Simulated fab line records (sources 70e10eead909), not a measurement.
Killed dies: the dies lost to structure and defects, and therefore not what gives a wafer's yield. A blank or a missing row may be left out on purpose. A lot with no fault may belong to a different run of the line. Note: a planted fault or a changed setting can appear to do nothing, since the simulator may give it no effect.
Chamber matching    flow nand harc    4 sister chambers for NHARC_A_CHANNEL_FILL_D2_CMP_10 on cmp-02
The step polishes, target thk 150 nm. 4 wafers are shown with their chamber, then 10 later ones without.

== WAFERS PAIRED WITH THEIR CHAMBERS ==
wafer   chamber  motor current A (A)
L087.1  3        10.7
L087.3  0        14.1
L087.6  2        12.6
L089.5  1        13.1

== WAFERS MISSING THEIR CHAMBER ==
wafer   motor current A (A)
L089.6  14.1
L091.3  13.8
L091.5  12.6
L091.6  12.3
L096.1  12.8
L096.2  11.9
L096.3  10.4
L097.2  10.7
L097.4  13.2
L097.6  13.9

== CHAMBER TAKEN BY EACH ==
wafer   from the rows above           in truth
L089.6  0                             0
L091.3  can't be placed: 0 or 1       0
L091.5  can't be placed: 2 or 1       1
L091.6  can't be placed: 2 or 1       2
L096.1  can't be placed: 2 or 1       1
L096.2  can't be placed: 2 or 1 or 3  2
L096.3  3                             3
L097.2  3                             3
L097.4  can't be placed: 1 or 2       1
L097.6  0                             0
Placed correctly: 4 of 10. Not placeable from these rows: 6 (in 6, the candidates include the true chamber). Wrongly placed: 0.
How it was worked out, from the rows above alone: a wafer's distance from a chamber is the root of the sum, over the readings, of the square of ((its reading less the chamber's mean) divided by the reading's scatter). The wafer belongs to the nearest chamber; if the next one is less than 2 further off, it can't be placed. Each chamber's mean is taken over the wafers shown for it. The scatter (one wafer shown for each chamber): square how far every hidden wafer sits from the nearest shown wafer, average those squares and take the square root.
